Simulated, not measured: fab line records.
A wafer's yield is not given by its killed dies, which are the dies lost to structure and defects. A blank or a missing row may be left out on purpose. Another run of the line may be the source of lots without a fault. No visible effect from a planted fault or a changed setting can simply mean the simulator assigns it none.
The tool behind it: which one? ; flow n5-finfet ; 24 lots, 72 wafers sampled, at 5 steps of a route of 1938

## WHAT THE GAUGES READ, wafer by wafer
N5_BEOL_M15_THK_MEAS_01. Usual: M15_ILD_THK 1628 nm, standard deviation 21.
lot;measured;on;M15_ILD_THK (nm);flag
L074;day 10 17:17;film-metro-02;1592 1597 1629;
L076;day 10 23:03;film-metro-01;1656 1637 1661;
L075;day 11 00:18;film-metro-02;1639 1625 1638;
L077;day 11 19:58;film-metro-02;1619 1645 1650;
L080;day 11 22:11;film-metro-01;1599 1614 1650;
L079;day 12 03:14;film-metro-02;1634 1629 1636;
L078;day 12 05:32;film-metro-01;1632 1614 1630;
L081;day 12 12:58;film-metro-02;1637 1651 1653;
L083;day 12 18:17;film-metro-01;1674 1665 1639;
L082;day 12 21:07;film-metro-02;1617 1619 1657;
L084;day 12 21:47;film-metro-01;1659 1639 1658;
L085;day 13 09:31;film-metro-02;1633 1590 1627;
L086;day 13 17:16;film-metro-01;1616 1631 1640;
L087;day 13 20:01;film-metro-02;1615 1592 1590;
L088;day 14 10:28;film-metro-02;1610 1630 1637;
L090;day 14 12:26;film-metro-01;1616 1651 1643;
L091;day 14 18:02;film-metro-01;1620 1605 1631;
L089;day 14 19:37;film-metro-02;1628 1651 1629;
L092;day 14 21:16;film-metro-02;1601 1614 1625;
L093;day 15 01:16;film-metro-02;1635 1671 1670;
L094;day 15 04:19;film-metro-02;1630 1611 1641;
L095;day 16 07:02;film-metro-01;1610 1610 1627;
L096;day 16 07:18;film-metro-02;1608 1580 1620;
L097;day 16 20:44;film-metro-01;1602 1631 1639;

N5_BEOL_M15_RS_MEAS_54: measurement is done with a four-point probe. Usual: M15_RS 0.0216 ohm/sq, standard deviation 0.00036.
lot;measured;on;M15_RS (ohm/sq);flag
L074;day 10 21:20;film-metro-02;0.0223 0.0220 0.0224;
L076;day 11 03:48;film-metro-01;0.0214 0.0216 0.0218;
L075;day 11 06:26;film-metro-01;0.0217 0.0219 0.0213;
L077;day 12 00:31;film-metro-02;0.0219 0.0215 0.0221;
L080;day 12 02:38;film-metro-02;0.0223 0.0218 0.0216;
L079;day 12 08:17;film-metro-01;0.0218 0.0218 0.0211;
L078;day 12 10:26;film-metro-02;0.0216 0.0215 0.0222;
L081;day 12 17:55;film-metro-02;0.0217 0.0220 0.0215;
L083;day 12 23:46;film-metro-01;0.0215 0.0223 0.0218;
L082;day 13 01:29;film-metro-02;0.0219 0.0223 0.0212;
L084;day 13 02:26;film-metro-02;0.0215 0.0219 0.0222;
L085;day 13 16:10;film-metro-02;0.0214 0.0218 0.0216;
L086;day 13 22:32;film-metro-02;0.0220 0.0214 0.0213;
L087;day 14 01:31;film-metro-01;0.0220 0.0216 0.0213;
L088;day 14 14:44;film-metro-01;0.0210 0.0216 0.0220;
L090;day 14 17:22;film-metro-01;0.0219 0.0211 0.0215;
L091;day 14 23:21;film-metro-02;0.0213 0.0214 0.0218;
L089;day 14 23:55;film-metro-01;0.0224 0.0211 0.0214;
L092;day 15 01:22;film-metro-02;0.0215 0.0214 0.0216;
L093;day 15 06:20;film-metro-02;0.0213 0.0214 0.0223;
L094;day 15 11:19;film-metro-01;0.0218 0.0214 0.0219;
L095;day 16 12:49;film-metro-02;0.0216 0.0221 0.0217;
L096;day 16 13:41;film-metro-01;0.0214 0.0218 0.0215;
L097;day 17 02:50;film-metro-02;0.0208 0.0214 0.0206;

## WHAT TOOL EACH LOT RAN ON (gives the tool, then ch and the chambers of the sampled wafers, and finally the start)
lot;N5_BEOL_M14_ETCH_59;N5_BEOL_M14_STRIP_64;N5_BEOL_M14_SPUTTER_43
L074;rie-diel-06 ch 0,2, day 10 12:52;rie-diel-06 ch 0,2, day 10 15:47 or earlier;pvd-sputter-02, day 10 15:47
L076;rie-diel-04 ch 0,1, day 10 19:05;rie-diel-04 ch 0,1, day 10 21:33 or earlier;pvd-sputter-01, day 10 21:33
L075;rie-diel-06 ch 0,2, day 10 20:05;rie-diel-06 ch 0,2, day 10 22:47 or earlier;pvd-sputter-01, day 10 22:47
L077;rie-diel-04 ch 0,3, day 11 13:17;rie-diel-04 ch 0,3, day 11 18:28 or earlier;pvd-sputter-03, day 11 18:28
L080;rie-diel-02 ch 0,1,2, day 11 17:55;rie-diel-02 ch 0,1,2, day 11 20:35 or earlier;pvd-sputter-03, day 11 20:35
L079;rie-diel-04 ch 0,3, day 11 21:03;rie-diel-04 ch 0,3, day 12 01:37 or earlier;pvd-sputter-01, day 12 01:37
L078;rie-diel-06 ch 0,1,3, day 12 01:35;rie-diel-06 ch 0,1,3, day 12 03:54 or earlier;pvd-sputter-01, day 12 03:54
L081;rie-diel-06 ch 0,1,2, day 12 08:43;rie-diel-06 ch 0,1,2, day 12 11:28 or earlier;pvd-sputter-01, day 12 11:28
L083;rie-diel-06 ch 0,1,3, day 12 14:51;rie-diel-06 ch 0,1,3, day 12 16:47 or earlier;pvd-sputter-02, day 12 16:47
L082;rie-diel-06 ch 1,3, day 12 16:38;rie-diel-06 ch 1,3, day 12 19:37 or earlier;pvd-sputter-02, day 12 19:37
L084;rie-diel-04 ch 0,3, day 12 18:07;rie-diel-04 ch 0,3, day 12 20:17 or earlier;pvd-sputter-02, day 12 20:17
L085;rie-diel-02 ch 2,3, day 13 05:35;rie-diel-02 ch 2,3, day 13 07:58 or earlier;pvd-sputter-01, day 13 07:58
L086;rie-diel-06 ch 0,1,3, day 13 12:31;rie-diel-06 ch 0,1,3, day 13 15:44 or earlier;pvd-sputter-03, day 13 15:44
L087;rie-diel-06 ch 0,1,3, day 13 15:08;rie-diel-06 ch 0,1,3, day 13 18:31 or earlier;pvd-sputter-03, day 13 18:31
L088;rie-diel-06 ch 0,1,3, day 14 02:14;rie-diel-06 ch 0,1,3, day 14 08:56 or earlier;pvd-sputter-01, day 14 08:56
L090;rie-diel-06 ch 0,2,3, day 14 02:44;rie-diel-06 ch 0,2,3, day 14 10:51 or earlier;pvd-sputter-03, day 14 10:51
L091;rie-diel-02 ch 0,2,3, day 14 12:48;rie-diel-02 ch 0,2,3, day 14 16:32 or earlier;pvd-sputter-01, day 14 16:32
L089;rie-diel-06 ch 1,2,3, day 14 14:42;rie-diel-06 ch 1,2,3, day 14 17:50 or earlier;pvd-sputter-02, day 14 17:50
L092;rie-diel-02 ch 0,3, day 14 15:29;rie-diel-02 ch 0,3, day 14 19:23 or earlier;pvd-sputter-03, day 14 19:23
L093;rie-diel-02 ch 1,3, day 14 21:11;rie-diel-02 ch 1,3, day 14 23:35 or earlier;pvd-sputter-02, day 14 23:35
L094;rie-diel-02 ch 0,3, day 14 23:48;rie-diel-02 ch 0,3, day 15 02:49 or earlier;pvd-sputter-03, day 15 02:49
L095;rie-diel-04 ch 1,2,3, day 16 01:20;rie-diel-04 ch 1,2,3, day 16 05:32 or earlier;pvd-sputter-02, day 16 05:32
L096;rie-diel-06 ch 0,2,3, day 16 01:29;rie-diel-06 ch 0,2,3, day 16 05:34 or earlier;pvd-sputter-03, day 16 05:34
L097;rie-diel-06 ch 0,2, day 16 15:38;rie-diel-06 ch 0,2, day 16 18:56 or earlier;pvd-sputter-02, day 16 18:56
- N5_BEOL_M14_ETCH_59: etches BARC in N2/H2, target depth 89 nm, overetch 26.7 nm, time 67.9 s.
- N5_BEOL_M14_STRIP_64: strips in O2.
- N5_BEOL_M14_SPUTTER_43: material TaN, target thk 15 nm, time 24.19 s.

## WHAT THE TOOLS THEMSELVES READ (means of the sampled wafers that have a number; where no wafer has one, the mark that the record gives instead)
N5_BEOL_M14_ETCH_59. Usual: drypump-motor-current-A 5.8 A, standard deviation 0.34; oes-product-au 0.72 a.u., standard deviation 0.079; rf-vpp-V 524.3 V, standard deviation 2.4; showerhead-plenum-p-Torr 2.55 Torr, standard deviation 0.078; throttle-valve-pct 17.89 %, standard deviation 0.21.
lot;tool;drypump-motor-current-A (A);oes-product-au (a.u.);rf-vpp-V (V);showerhead-plenum-p-Torr (Torr);throttle-valve-pct (%);flag
L074;rie-diel-06;5.5;0.69;522.1;2.46;17.97;
L076;rie-diel-04;5.9;0.68;521.6;2.48;17.82;
L075;rie-diel-06;5.5;0.67;521.1;2.46;17.96;
L077;rie-diel-04;5.8;0.61;522.9;2.48;18.05;
L080;rie-diel-02;5.3;0.63;524.6;2.57;18.11;
L079;rie-diel-04;5.8;0.62;522.8;2.48;18.06;
L078;rie-diel-06;6.0;0.81;524.3;2.55;17.76;
L081;rie-diel-06;5.8;0.73;523.5;2.52;17.81;
L083;rie-diel-06;6.0;0.78;523.6;2.55;17.75;
L082;rie-diel-06;6.0;0.78;523.1;2.52;17.92;
L084;rie-diel-04;5.8;0.61;521.9;2.48;18.06;
L085;rie-diel-02;5.5;0.65;525.4;2.61;17.91;
L086;rie-diel-06;6.0;0.77;524.5;2.54;17.78;
L087;rie-diel-06;6.0;0.77;524.2;2.54;17.78;
L088;rie-diel-06;6.0;0.76;523.0;2.54;17.80;
L090;rie-diel-06;5.7;0.77;524.9;2.58;17.81;
L091;rie-diel-02;5.4;0.65;525.3;2.57;18.04;
L089;rie-diel-06;5.8;0.77;524.9;2.59;17.84;
L092;rie-diel-02;5.5;0.68;525.0;2.60;18.08;
L093;rie-diel-02;5.7;0.77;527.2;2.63;17.83;
L094;rie-diel-02;5.4;0.67;525.8;2.59;18.09;
L095;rie-diel-04;5.8;0.70;522.6;2.48;17.96;
L096;rie-diel-06;5.7;0.75;525.1;2.58;17.84;
L097;rie-diel-06;5.7;0.75;526.2;2.60;17.70;

N5_BEOL_M14_STRIP_64. Usual: drypump-motor-current-A 5.8 A, standard deviation 0.34; oes-product-au 0.84 a.u., standard deviation 0.099; rf-vpp-V 3.6 V, standard deviation 0.5; showerhead-plenum-p-Torr 2.10 Torr, standard deviation 0.068; throttle-valve-pct 16.70 %, standard deviation 0.2.
lot;tool;drypump-motor-current-A (A);oes-product-au (a.u.);rf-vpp-V (V);showerhead-plenum-p-Torr (Torr);throttle-valve-pct (%);flag
L074;rie-diel-06;5.5;0.80;3.8;2.03;16.75;
L076;rie-diel-04;5.9;0.80;3.6;2.06;16.70;
L075;rie-diel-06;5.5;0.80;3.6;2.03;16.77;
L077;rie-diel-04;5.8;0.72;3.6;2.05;16.93;
L080;rie-diel-02;5.3;0.75;3.8;2.12;16.90;
L079;rie-diel-04;5.8;0.72;3.9;2.05;16.94;
L078;rie-diel-06;6.0;0.95;3.4;2.10;16.58;
L081;rie-diel-06;5.8;0.86;3.6;2.08;16.63;
L083;rie-diel-06;6.0;0.93;3.8;2.10;16.58;
L082;rie-diel-06;6.0;0.92;3.5;2.07;16.74;
L084;rie-diel-04;5.8;0.71;3.3;2.05;16.95;
L085;rie-diel-02;5.5;0.76;4.1;2.17;16.79;
L086;rie-diel-06;6.0;0.90;3.4;2.10;16.60;
L087;rie-diel-06;6.0;0.91;3.5;2.09;16.61;
L088;rie-diel-06;6.0;0.91;3.8;2.09;16.61;
L090;rie-diel-06;5.7;0.92;3.6;2.13;16.60;
L091;rie-diel-02;5.4;0.75;4.1;2.13;16.82;
L089;rie-diel-06;5.8;0.91;4.1;2.14;16.66;
L092;rie-diel-02;5.4;0.80;3.8;2.13;16.78;
L093;rie-diel-02;5.6;0.91;3.1;2.19;16.73;
L094;rie-diel-02;5.5;0.80;3.8;2.13;16.80;
L095;rie-diel-04;5.8;0.83;3.3;2.04;16.71;
L096;rie-diel-06;5.7;0.88;3.5;2.12;16.64;
L097;rie-diel-06;5.7;0.88;3.2;2.14;16.49;

N5_BEOL_M14_SPUTTER_43. Usual: cathode-dc-power-W 15000 W, standard deviation 2.9; throttle-valve-pct 29.6 %, standard deviation 1.2.
lot;tool;cathode-dc-power-W (W);throttle-valve-pct (%);flag
L074;pvd-sputter-02;14997;29.6;
L076;pvd-sputter-01;14999;29.3;
L075;pvd-sputter-01;14999;29.1;
L077;pvd-sputter-03;15004;29.1;
L080;pvd-sputter-03;14999;30.2;
L079;pvd-sputter-01;15000;28.9;
L078;pvd-sputter-01;15003;28.8;
L081;pvd-sputter-01;14999;28.9;
L083;pvd-sputter-02;15003;29.4;
L082;pvd-sputter-02;15002;28.7;
L084;pvd-sputter-02;14998;29.5;
L085;pvd-sputter-01;15001;29.7;
L086;pvd-sputter-03;15003;30.2;
L087;pvd-sputter-03;14998;29.3;
L088;pvd-sputter-01;14999;28.8;
L090;pvd-sputter-03;15000;30.1;
L091;pvd-sputter-01;15001;29.0;
L089;pvd-sputter-02;15000;28.5;
L092;pvd-sputter-03;15001;31.1;
L093;pvd-sputter-02;14998;29.5;
L094;pvd-sputter-03;15002;31.3;
L095;pvd-sputter-02;15000;28.8;
L096;pvd-sputter-03;14999;30.5;
L097;pvd-sputter-02;15000;29.4;

## THE ANSWER, worked out from the rows above alone
Rule: a lot counts as off when the mean over its wafers that have a number is more than 3 standard deviations away from the usual mean. A lot without any number at a reading at which 4 lots or more have one is off too. The other lots that the step has rows for count as sound. After the gauges, taken in route order, come the tools' own readings; for these a lot's mean is taken, as printed above. At the first step where some lot is off, the reading lying furthest off is the one used; lots without a number count as furthest.
None of the lots is off at any reading shown; this tells nothing.

## WHAT HAD BEEN PUT IN BY THE SIMULATOR
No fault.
